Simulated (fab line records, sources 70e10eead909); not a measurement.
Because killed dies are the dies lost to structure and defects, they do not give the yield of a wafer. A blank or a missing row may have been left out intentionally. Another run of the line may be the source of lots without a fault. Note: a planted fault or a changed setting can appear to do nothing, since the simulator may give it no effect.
fab line records	flow nand_harc
[record] lots = 13	wafers = 39	last_day = 24
route steps=1159 shown P_BONDPAD@385 A_ONON_D1@438 A_CHANNEL_HOLE_D1@451
lots that met no fault: taken from a fault-free run of the same line
start_h: the number of hours between the record's first day and the start of the first shown wafer of the lot	wait_h: time in hours since the lot's previous step	" identical to the entry in the row above	L1.1+2: one row covering several wafers at once	- no value, or no start was given	* or withheld: withheld	< > ~ a bound
route shown NAME@n: a module of which the file shows steps, and the number in the route of the first	usual: the fault-free wafers' mean and standard deviation	same: alike in all rows	chamber/n: place in a boat	sites: the reading at each site	_std_site: their standard deviation	_edge_site: inner sites' mean taken away from outer sites' mean	radius_mm: for every site, how far away it sits from the centre of the wafer	mask NAME#n: copy n	behind: the most recent tool/chamber to have shaped the wafer	hold: the reason the lot was held/the length of the hold in hours/how it ended	device: which transistor (n, p or np) failed to switch	end of line: at the end of the route, the tests of the same wafers	step lacking rows: just its recipe	killed: count of dies lost to structure and defects at first sort (not the wafer's yield)	map: dies across one wafer; x = killed, . = not, _ = none there
set.NAME: setting as actually run; set.NAME@STEP: the setting as run at that earlier step	model.NAME: the simulator's own value behind a step, which no gauge read
one table for each step of the route and one row for each wafer, over a sample of lots
services: a tool's chamber out of use, with start hour (start_h, from the record's first day; less than 0 if before it), hours out, and reason
[[steps]]
[step NHARC_P_BONDPAD_INSPECT_23]
[usual] raw_defect_count = 342/160
lot.wafer	tool	chamber	start_h	wait_h	raw_defect_count
L423.3	defect_inspect-02	-	142.68	0.0	555
L423.4	"	-	"	"	580
L423.6	"	-	"	"	484
L426.3	defect_inspect-01	-	149.49	0.0	197
L426.4	"	-	"	"	150
L426.5	"	-	"	"	212
L425.1	defect_inspect-02	-	150.37	0.0	485
L425.2	"	-	"	"	266
L425.4	"	-	"	"	222
L427.1	defect_inspect-01	-	170.15	0.0	163
L427.5	"	-	"	"	156
L427.6	"	-	"	"	257
L428.3	defect_inspect-01	-	170.78	0.0	237
L428.4	"	-	"	"	307
L428.5	"	-	"	"	261
L429.2	defect_inspect-02	-	175.41	0.0	149
L429.3	"	-	"	"	244
L429.6	"	-	"	"	186
L433.3	defect_inspect-02	-	206.96	0.0	339
L433.4	"	-	"	"	618
L433.5	"	-	"	"	731
L437.1	defect_inspect-02	-	233.84	0.0	271
L437.2	"	-	"	"	291
L437.4	"	-	"	"	162
L440.1	defect_inspect-02	-	240.01	0.0	877
L440.3	"	-	"	"	281
L440.5	"	-	"	"	277
L439.1	defect_inspect-02	-	243.43	0.0	537
L439.2	"	-	"	"	531
L439.5	"	-	"	"	308
L442.1	defect_inspect-02	-	254.21	0.0	301
L442.5	"	-	"	"	348
L442.6	"	-	"	"	237
L443.1	defect_inspect-02	-	257.43	0.1	302
L443.4	"	-	"	"	209
L443.5	"	-	"	"	231
L445.1	defect_inspect-01	-	265.12	0.0	250
L445.2	"	-	"	"	249
L445.4	"	-	"	"	209
[step NHARC_A_ONON_D1_DEP_19]
[recipe] target_thk_a = 10000	n2_flow_sccm = 2750	n2o_flow_sccm = 2000	nh3_flow_sccm = 500	sih4_flow_sccm = 210	temp_c = 400
[usual] n2o_flow_sccm = 2000/5.3
lot.wafer	tool	chamber	start_h	wait_h	n2o_flow_sccm
L423.3	pecvd_onon-03	0	177.72	0.2	1993
L423.4	"	0	"	"	1989
L423.6	"	0	"	"	1997
L425.1	pecvd_onon-03	0	182.68	0.1	2001
L425.2	"	0	"	"	1999
L425.4	"	0	"	"	2003
L426.3	pecvd_onon-01	0	182.79	0.2	2006
L426.4	"	0	"	"	2004
L426.5	"	0	"	"	1998
L428.3	pecvd_onon-03	0	206.79	0.2	1997
L428.4	"	0	"	"	1999
L428.5	"	0	"	"	1999
L429.2	pecvd_onon-04	0	206.87	0.2	2003
L429.3	"	0	"	"	2010
L429.6	"	0	"	"	2000
L427.1	pecvd_onon-03	0	207.02	0.1	2005
L427.5	"	0	"	"	2002
L427.6	"	0	"	"	1998
L433.3	pecvd_onon-03	0	243.95	0.2	2000
L433.4	"	0	"	"	1995
L433.5	"	0	"	"	1998
L437.1	pecvd_onon-04	0	267.08	0.1	2003
L437.2	"	0	"	"	2003
L437.4	"	0	"	"	2000
L439.1	pecvd_onon-01	0	275.33	0.1	2005
L439.2	"	0	"	"	2002
L439.5	"	0	"	"	2003
L440.1	pecvd_onon-04	0	275.36	0.1	2016
L440.3	"	0	"	"	2004
L440.5	"	0	"	"	2003
L443.1	pecvd_onon-01	0	288.80	0.1	1993
L443.4	"	0	"	"	1997
L443.5	"	0	"	"	1989
L442.1	pecvd_onon-04	0	288.81	0.1	1999
L442.5	"	0	"	"	1996
L442.6	"	0	"	"	1981
L445.1	pecvd_onon-04	0	298.41	0.1	2000
L445.2	"	0	"	"	1993
L445.4	"	0	"	"	2003
[step NHARC_A_ONON_D1_THK_MEAS_21]
[recipe] thk_meas_gauge = ellipsometry
[usual] thk_nm = 1004/7.2
lot.wafer	tool	chamber	start_h	wait_h	hold	thk_nm
L423.3	film_metro-02	-	178.11	-	-	1005
L423.4	"	-	"	"	-	1005
L423.6	"	-	"	"	-	1005
L426.3	film_metro-02	-	183.18	-	-	1013
L426.4	"	-	"	"	-	1014
L426.5	"	-	"	"	-	1014
L425.1	film_metro-01	-	183.19	-	-	1004
L425.2	"	-	"	"	-	1006
L425.4	"	-	"	"	-	1004
L428.3	film_metro-02	-	207.18	-	await_dispo/0.2h/release	1680
L428.4	"	-	"	"	await_dispo/0.2h/release	1681
L428.5	"	-	"	"	await_dispo/0.2h/release	1681
L428.3	film_metro-02	-	207.35	0.2	-	1681
L428.4	"	-	"	"	-	1682
L428.5	"	-	"	"	-	1681
L429.2	film_metro-01	-	207.32	-	-	1000
L429.3	"	-	"	"	-	1001
L429.6	"	-	"	"	-	1001
L427.1	film_metro-01	-	207.54	-	await_dispo/0.2h/release	1683
L427.5	"	-	"	"	await_dispo/0.2h/release	1683
L427.6	"	-	"	"	await_dispo/0.2h/release	1680
L427.1	film_metro-01	-	207.71	0.2	-	1680
L427.5	"	-	"	"	-	1683
L427.6	"	-	"	"	-	1683
L433.3	film_metro-01	-	244.37	-	await_dispo/0.2h/release	1661
L433.4	"	-	"	"	await_dispo/0.2h/release	1660
L433.5	"	-	"	"	await_dispo/0.2h/release	1660
L433.3	film_metro-01	-	244.54	0.2	-	1658
L433.4	"	-	"	"	-	1658
L433.5	"	-	"	"	-	1661
L437.1	film_metro-02	-	267.59	-	-	1000
L437.2	"	-	"	"	-	1003
L437.4	"	-	"	"	-	1002
L439.1	film_metro-01	-	275.84	-	-	1000
L439.2	"	-	"	"	-	1000
L439.5	"	-	"	"	-	1001
L440.1	film_metro-02	-	275.87	-	-	1004
L440.3	"	-	"	"	-	1004
L440.5	"	-	"	"	-	1005
L442.1	film_metro-01	-	289.31	-	-	1012
L442.5	"	-	"	"	-	1012
L442.6	"	-	"	"	-	1013
L443.1	film_metro-02	-	289.31	-	-	997
L443.4	"	-	"	"	-	999
L443.5	"	-	"	"	-	999
L445.1	film_metro-01	-	298.92	-	-	995
L445.2	"	-	"	"	-	996
L445.4	"	-	"	"	-	999
[step NHARC_A_CHANNEL_HOLE_D1_DEP_01]
[recipe] target_thk_a = 1400	target_thk_nm = 140	temp_c = 400	pressure_torr = 3.5	flow_sccm = 200	rf_w = 350	material = SiON
[usual] heater_power_w = 732/84
lot.wafer	tool	chamber	start_h	wait_h	heater_power_w
L423.3	pecvd-04	1	187.29	1.0	578
L423.6	"	2	"	"	652
L423.4	"	1	"	"	604
L426.3	pecvd-02	1	193.10	1.0	672
L426.5	"	0	"	"	767
L426.4	"	2	"	"	749
L425.1	pecvd-02	0	193.62	1.6	677
L425.2	"	1	"	"	680
L425.4	"	0	"	"	711
L429.2	pecvd-01	1	213.08	1.3	731
L429.3	"	2	"	"	866
L429.6	"	2	"	"	725
L437.2	pecvd-02	0	272.85	1.3	669
L437.1	"	1	"	"	720
L437.4	"	1	"	"	723
L439.1	pecvd-04	1	280.11	1.6	613
L439.2	"	2	"	"	660
L439.5	"	1	"	"	618
L440.1	pecvd-02	0	281.24	1.6	752
L440.3	"	2	"	"	913
L440.5	"	2	"	"	946
L442.1	pecvd-02	2	293.74	1.6	906
L442.6	"	2	"	"	885
L442.5	"	0	"	"	695
L443.1	pecvd-01	1	293.84	1.6	690
L443.5	"	2	"	"	864
L443.4	"	0	"	"	743
L445.2	pecvd-02	2	303.33	1.3	852
L445.1	"	0	"	"	641
L445.4	"	2	"	"	876
[step NHARC_A_CHANNEL_HOLE_D1_ETCH_39]
[recipe] target_depth_a = 2600	over_etch_frac = 0.3	time_s = 325	ion_energy_ev = 200	n2_flow_sccm = 150	h2_flow_sccm = 150	ar_flow_sccm = 0	rf_w = 400	bias_w = 150	chemistry = N2/H2
[usual] drypump_motor_current_A = 5.7/0.57	oes_product_au = 1.000/0.0074	rf_vpp_V = 429.6/2.3	showerhead_plenum_p_Torr = 2.01/0.081	throttle_valve_pct = 14.171/0.0081
lot.wafer	tool	chamber	start_h	wait_h	drypump_motor_current_A	oes_product_au	rf_hours_counter_h	rf_vpp_V	showerhead_plenum_p_Torr	throttle_valve_pct
L423.3	rie_diel-10	1	-	-	4.8	0.997	0	426.3	1.92	14.164
L423.4	"	3	"	"	5.2	0.997	0	427.0	1.91	14.166
L423.6	"	0	"	"	5.5	0.992	-	431.3	2.09	14.164
L426.3	rie_diel-01	1	-	-	6.0	1.009	2	429.5	2.00	14.171
L426.4	"	2	"	"	6.8	1.006	2	430.8	2.03	14.171
L426.5	"	1	"	"	6.0	1.005	-	429.1	2.00	14.157
L425.1	rie_diel-10	0	-	-	5.5	0.992	1	431.9	2.09	14.172
L425.2	"	1	"	"	4.8	0.996	1	427.0	1.92	14.169
L425.4	"	2	"	"	5.7	0.988	1	426.5	1.91	14.169
L429.3	rie_diel-02	1	-	-	5.5	1.010	4	429.1	2.04	14.172
L429.2	"	3	"	"	5.2	1.008	5	427.0	1.92	14.164
L429.6	"	1	"	"	5.5	0.998	-	429.7	2.04	14.180
L437.4	rie_diel-01	1	-	-	6.0	1.010	8	429.9	2.00	14.180
L437.1	"	2	"	"	6.8	1.000	9	429.7	2.03	14.189
L437.2	"	3	"	"	5.2	0.999	10	429.7	2.06	14.172
L439.2	rie_diel-10	2	-	-	5.8	0.992	6	425.8	1.91	14.174
L439.1	"	3	"	"	5.2	1.002	5	426.7	1.91	14.163
L439.5	"	1	"	"	4.8	1.010	-	427.9	1.92	14.167
L440.3	rie_diel-01	0	-	-	6.7	0.999	10	434.7	2.17	14.175
L440.1	"	1	"	"	6.0	0.996	10	428.9	2.00	14.176
L440.5	"	3	"	"	5.2	0.997	-	431.9	2.05	14.163
L442.1	rie_diel-10	1	-	-	4.8	0.986	7	426.7	1.92	14.174
L442.6	"	3	"	"	5.2	0.994	-	426.6	1.91	14.176
L442.5	"	0	"	"	5.5	1.000	-	430.7	2.09	14.184
L443.4	rie_diel-01	3	-	-	5.3	0.988	12	429.9	2.05	14.173
L443.1	"	2	"	"	6.7	1.007	11	430.0	2.03	14.185
L443.5	"	0	"	"	6.7	1.000	-	434.8	2.17	14.161
L445.1	rie_diel-10	3	-	-	5.2	1.001	6	427.2	1.91	14.179
L445.2	"	0	"	"	5.5	1.007	7	432.4	2.09	14.161
L445.4	"	2	"	"	5.7	1.010	8	427.0	1.91	14.179
[[services]]
tool	chamber	start_h	hours	kind
rie_diel-10	0	155.50	-	clean
rie_diel-10	1	155.50	-	clean
rie_diel-10	2	155.50	-	clean
rie_diel-10	3	155.50	-	clean
pecvd-02	0	166.00	-	clean
pecvd-02	1	166.00	-	clean
pecvd-02	2	166.00	-	clean
rie_diel-10	-	176.50	9.0	pm
rie_diel-10	0	176.50	9.0	vent_cycle
rie_diel-10	1	176.50	9.0	vent_cycle
rie_diel-10	2	176.50	9.0	vent_cycle
rie_diel-10	3	176.50	9.0	vent_cycle
rie_diel-10	0	185.50	-	clean
pecvd_onon-01	-	195.00	13.0	pm
pecvd-04	-	195.13	13.0	pm
pecvd-04	-	218.13	2.0	repair
pecvd-01	-	226.58	0.4	repair
pecvd-01	-	237.00	13.0	pm
pecvd_onon-04	-	237.16	13.0	pm
pecvd-02	2	250.50	6.7	repair
rie_diel-02	2	259.86	31.5	repair
rie_diel-10	3	262.31	4.8	repair
pecvd-01	-	268.94	0.7	repair
pecvd-04	2	284.55	7.7	repair
[[key]]
[first_sign] step = NHARC_A_ONON_D1_THK_MEAS_21	reading = visit	direction = added
[effect] step = NHARC_A_ONON_D1_THK_MEAS_21	reading = thk_nm	direction = up	sigmas = 93	usual = 1004	struck = 1674
met_at NHARC_A_ONON_D1_DEP_19
struck_lots L427,L428,L433
scrapped_behind NHARC_A_ONON_D1_THK_MEAS_21 L427.1,L427.5,L427.6,L428.3,L428.4,L428.5,L433.3,L433.4,L433.5
not_acting_at NHARC_P_BONDPAD_INSPECT_23,NHARC_A_CHANNEL_HOLE_D1_DEP_01,NHARC_A_CHANNEL_HOLE_D1_ETCH_39
[fault] kind = process_parameter_drift	tool = pecvd_onon-03	chamber = -	onset_h = 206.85	steps = NHARC_A_ONON_D1_DEP_19	channel = target_thk_a	offset = *	shape = step	end_h = 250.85	acts_in = *	stated = *
